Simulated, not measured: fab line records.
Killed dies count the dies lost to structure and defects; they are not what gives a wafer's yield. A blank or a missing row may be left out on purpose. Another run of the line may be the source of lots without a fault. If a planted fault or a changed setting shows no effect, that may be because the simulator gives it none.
Chamber matching / flow n5Finfet / N5_GATE_CUT_ETCH_28 on rieDiel-03: 4 sister chambers
The step etches underlayer in N2/H2, target depth 13 nm, time 10.4 s. 16 wafers are shown with their chamber, then 8 later ones without.

## EACH WAFER AND ITS CHAMBER
wafer=L074.3; chamber=0; showerheadPlenumPTorr (Torr)=2.50; drypumpMotorCurrentA (A)=6.1; throttleValvePct (%)=18.2
wafer=L074.5; chamber=0; showerheadPlenumPTorr (Torr)=2.50; drypumpMotorCurrentA (A)=6.1; throttleValvePct (%)=18.2
wafer=L074.6; chamber=3; showerheadPlenumPTorr (Torr)=2.50; drypumpMotorCurrentA (A)=5.2; throttleValvePct (%)=17.9
wafer=L077.1; chamber=1; showerheadPlenumPTorr (Torr)=2.71; drypumpMotorCurrentA (A)=5.3; throttleValvePct (%)=17.9
wafer=L077.4; chamber=2; showerheadPlenumPTorr (Torr)=2.70; drypumpMotorCurrentA (A)=5.7; throttleValvePct (%)=17.7
wafer=L077.5; chamber=2; showerheadPlenumPTorr (Torr)=2.70; drypumpMotorCurrentA (A)=5.7; throttleValvePct (%)=17.7
wafer=L080.2; chamber=2; showerheadPlenumPTorr (Torr)=2.70; drypumpMotorCurrentA (A)=5.7; throttleValvePct (%)=17.7
wafer=L080.3; chamber=3; showerheadPlenumPTorr (Torr)=2.49; drypumpMotorCurrentA (A)=5.3; throttleValvePct (%)=17.9
wafer=L080.6; chamber=3; showerheadPlenumPTorr (Torr)=2.49; drypumpMotorCurrentA (A)=5.3; throttleValvePct (%)=17.9
wafer=L081.2; chamber=2; showerheadPlenumPTorr (Torr)=2.70; drypumpMotorCurrentA (A)=5.7; throttleValvePct (%)=17.7
wafer=L081.3; chamber=3; showerheadPlenumPTorr (Torr)=2.49; drypumpMotorCurrentA (A)=5.2; throttleValvePct (%)=17.9
wafer=L081.5; chamber=2; showerheadPlenumPTorr (Torr)=2.70; drypumpMotorCurrentA (A)=5.7; throttleValvePct (%)=17.7
wafer=L086.1; chamber=3; showerheadPlenumPTorr (Torr)=2.49; drypumpMotorCurrentA (A)=5.2; throttleValvePct (%)=17.9
wafer=L086.5; chamber=2; showerheadPlenumPTorr (Torr)=2.69; drypumpMotorCurrentA (A)=5.7; throttleValvePct (%)=17.7
wafer=L086.6; chamber=1; showerheadPlenumPTorr (Torr)=2.71; drypumpMotorCurrentA (A)=5.3; throttleValvePct (%)=17.9
wafer=L088.2; chamber=1; showerheadPlenumPTorr (Torr)=2.70; drypumpMotorCurrentA (A)=5.3; throttleValvePct (%)=18.0

SIGNATURES, as means of the wafers listed above
reading=showerheadPlenumPTorr; chamber 0=2.5000; chamber 1=2.7067; chamber 2=2.6983; chamber 3=2.4920; scatter within a chamber=0.00438
reading=drypumpMotorCurrentA; chamber 0=6.100; chamber 1=5.300; chamber 2=5.700; chamber 3=5.240; scatter within a chamber=0.0316
reading=throttleValvePct; chamber 0=18.200; chamber 1=17.933; chamber 2=17.700; chamber 3=17.900; scatter within a chamber=0.0236
Rule: a wafer's distance from a chamber is the root of the sum, over the readings, of the square of ((its reading less the chamber's mean) divided by the reading's scatter). The wafer belongs to the nearest chamber; if the next one is less than 2 further off, it can't be placed. How the scatter is found: for the shown wafers, subtract from each reading the mean of its chamber, square and add these, divide the total by (wafers less chambers), then take the root.

## WAFERS WITHOUT THEIR CHAMBER
wafer=L088.3; showerheadPlenumPTorr (Torr)=2.49; drypumpMotorCurrentA (A)=6.1; throttleValvePct (%)=17.8
wafer=L088.6; showerheadPlenumPTorr (Torr)=2.69; drypumpMotorCurrentA (A)=5.7; throttleValvePct (%)=17.7
wafer=L089.1; showerheadPlenumPTorr (Torr)=2.69; drypumpMotorCurrentA (A)=5.7; throttleValvePct (%)=17.7
wafer=L089.2; showerheadPlenumPTorr (Torr)=2.70; drypumpMotorCurrentA (A)=5.3; throttleValvePct (%)=17.9
wafer=L089.5; showerheadPlenumPTorr (Torr)=2.49; drypumpMotorCurrentA (A)=5.3; throttleValvePct (%)=17.9
wafer=L093.1; showerheadPlenumPTorr (Torr)=2.49; drypumpMotorCurrentA (A)=6.1; throttleValvePct (%)=17.8
wafer=L093.3; showerheadPlenumPTorr (Torr)=2.70; drypumpMotorCurrentA (A)=5.3; throttleValvePct (%)=18.0
wafer=L093.4; showerheadPlenumPTorr (Torr)=2.49; drypumpMotorCurrentA (A)=6.1; throttleValvePct (%)=17.8

## WHICH CHAMBER EACH ONE RAN IN
wafer=L088.3; from the rows above=0; in truth=0
wafer=L088.6; from the rows above=2; in truth=2
wafer=L089.1; from the rows above=2; in truth=2
wafer=L089.2; from the rows above=1; in truth=1
wafer=L089.5; from the rows above=3; in truth=3
wafer=L093.1; from the rows above=0; in truth=0
wafer=L093.3; from the rows above=1; in truth=1
wafer=L093.4; from the rows above=0; in truth=0
8 of 8 placed correctly. Can't be placed from these rows: 0. Wrongly placed: 0.
